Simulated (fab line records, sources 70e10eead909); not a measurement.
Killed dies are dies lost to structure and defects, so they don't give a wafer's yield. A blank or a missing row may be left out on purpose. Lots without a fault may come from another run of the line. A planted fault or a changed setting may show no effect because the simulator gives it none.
Which tool did it? | flow nand_harc | 15 lots, 45 wafers sampled, at 2 steps of a route of 1302

WHAT THE GAUGES READ, wafer by wafer
NHARC_P_STI_OVL_MEAS_10. Usual: overlay_x_nm 2 nm, standard deviation 5.2; overlay_y_nm 1 nm, standard deviation 5.
lot  | measured     | on         | overlay_x_nm (nm) | overlay_y_nm (nm) | flag
L818 | day 2 20:52  | overlay-01 | 8 7 8             | 8 8 8             |
L819 | day 3 08:11  | overlay-01 | 10 11 10          | 2 2 2             |
L821 | day 4 02:55  | overlay-01 | -4 -4 -3          | 6 5 6             |
L823 | day 4 21:43  | overlay-02 | -7 -6 -6          | -5 -5 -5          |
L824 | day 5 12:02  | overlay-01 | -6 -6 -7          | 4 4 4             |
L825 | day 5 20:09  | overlay-02 | -3 -3 -3          | 11 11 11          |
L826 | day 6 02:13  | overlay-01 | 9 9 9             | 1 1 0             |
L827 | day 6 13:10  | overlay-02 | 2 2 3             | -3 -3 -4          |
L828 | day 7 01:05  | overlay-02 | 4 4 4             | -5 -5 -5          |
L829 | day 7 11:51  | overlay-02 | 2 2 2             | 4 4 5             |
L830 | day 7 19:47  | overlay-01 | 2 2 2             | -2 -2 -3          |
L833 | day 9 00:37  | overlay-02 | 0 0 0             | 1 1 1             |
L839 | day 11 13:58 | overlay-02 | 0 0 1             | 4 4 4             |
L840 | day 12 01:08 | overlay-01 | 3 4 4             | 3 3 3             |
L841 | day 12 10:31 | overlay-01 | 4 5 5             | -2 -1 -1          |

WHICH TOOL RAN EACH LOT (tool, then ch and the chambers of the sampled wafers, then the start)
lot  | NHARC_P_ZERO_WELL_DESCUM_39
L818 | rie_diel-13 ch 0,2,3, day 2 00:43
L819 | rie_diel-10 ch 0,2,3, day 2 10:23
L821 | rie_diel-11 ch 1,3, day 3 06:31
L823 | rie_diel-11 ch 1,2, day 4 02:10
L824 | rie_diel-10 ch 2,3, day 4 12:38
L825 | rie_diel-11 ch 1,2,3, day 5 02:23
L826 | rie_diel-11 ch 1,3, day 5 08:23
L827 | rie_diel-11 ch 0,2,3, day 5 18:26
L828 | rie_diel-11 ch 0,1,3, day 6 04:36
L829 | rie_diel-13 ch 1,2,3, day 6 14:16
L830 | rie_diel-11 ch 0,2,3, day 7 00:50
L833 | rie_diel-13 ch 0,1,2, day 8 06:28
L839 | rie_diel-13 ch 0,2,3, day 10 18:44
L840 | rie_diel-11 ch 0,1,3, day 11 04:19
L841 | rie_diel-11 ch 2,3, day 11 14:25
- NHARC_P_ZERO_WELL_DESCUM_39: chemistry O2, time 3 s.

WHAT THE TOOLS THEMSELVES READ (means of the sampled wafers that have a number; where no wafer has one, the mark that the record gives instead)
NHARC_P_ZERO_WELL_DESCUM_39. Usual: drypump_motor_current_A 5.76 A, standard deviation 0.29; oes_product_au 0.995 a.u., standard deviation 0.0092; rf_vpp_V 57.6 V, standard deviation 0.88; showerhead_plenum_p_Torr 1.88 Torr, standard deviation 0.059; throttle_valve_pct 11.311 %, standard deviation 0.0086.
lot  | tool        | drypump_motor_current_A (A) | oes_product_au (a.u.) | rf_vpp_V (V) | showerhead_plenum_p_Torr (Torr) | throttle_valve_pct (%) | flag
L818 | rie_diel-13 | 5.79                        | 0.991                 | 57.1         | 1.87                            | 11.309                 |
L819 | rie_diel-10 | 5.64                        | 0.998                 | 57.6         | 1.86                            | 11.307                 |
L821 | rie_diel-11 | 5.77                        | 0.989                 | 57.9         | 1.93                            | 11.308                 |
L823 | rie_diel-11 | 5.79                        | 0.994                 | 57.6         | 1.92                            | 11.305                 |
L824 | rie_diel-10 | 5.78                        | 1.001                 | 56.9         | 1.84                            | 11.306                 |
L825 | rie_diel-11 | 5.76                        | 0.999                 | 58.0         | 1.92                            | 11.312                 |
L826 | rie_diel-11 | 5.75                        | 0.985                 | 57.2         | 1.93                            | 11.304                 |
L827 | rie_diel-11 | 6.00                        | 0.991                 | 57.4         | 1.86                            | 11.310                 |
L828 | rie_diel-11 | 5.85                        | 0.998                 | 57.3         | 1.89                            | 11.318                 |
L829 | rie_diel-13 | 5.75                        | 0.994                 | 57.6         | 1.83                            | 11.314                 |
L830 | rie_diel-11 | 6.01                        | 0.990                 | 57.7         | 1.86                            | 11.314                 |
L833 | rie_diel-13 | 5.85                        | 0.980                 | 58.1         | 1.84                            | 11.313                 |
L839 | rie_diel-13 | 5.78                        | 0.991                 | 57.3         | 1.85                            | 11.322                 |
L840 | rie_diel-11 | 5.85                        | 0.991                 | 57.0         | 1.88                            | 11.311                 |
L841 | rie_diel-11 | 5.91                        | 1.003                 | 56.9         | 1.88                            | 11.308                 |

THE ANSWER, worked out from the rows above alone
Rule: a lot is off if the mean of its wafers that have a number lies more than 3 standard deviations from the usual mean. A lot without any number at a reading at which 4 lots or more have one is off too. The other lots that the step has rows for count as sound. The gauges are gone through in route order, then the tools' own readings, and for those a lot's mean is taken as printed above. The first step at which some lot is off is used, and at that step the reading that is off furthest; a lot without a number counts as furthest.
No lot is off at any reading shown: from this, nothing can be told.

WHAT THE SIMULATOR HAD PUT IN
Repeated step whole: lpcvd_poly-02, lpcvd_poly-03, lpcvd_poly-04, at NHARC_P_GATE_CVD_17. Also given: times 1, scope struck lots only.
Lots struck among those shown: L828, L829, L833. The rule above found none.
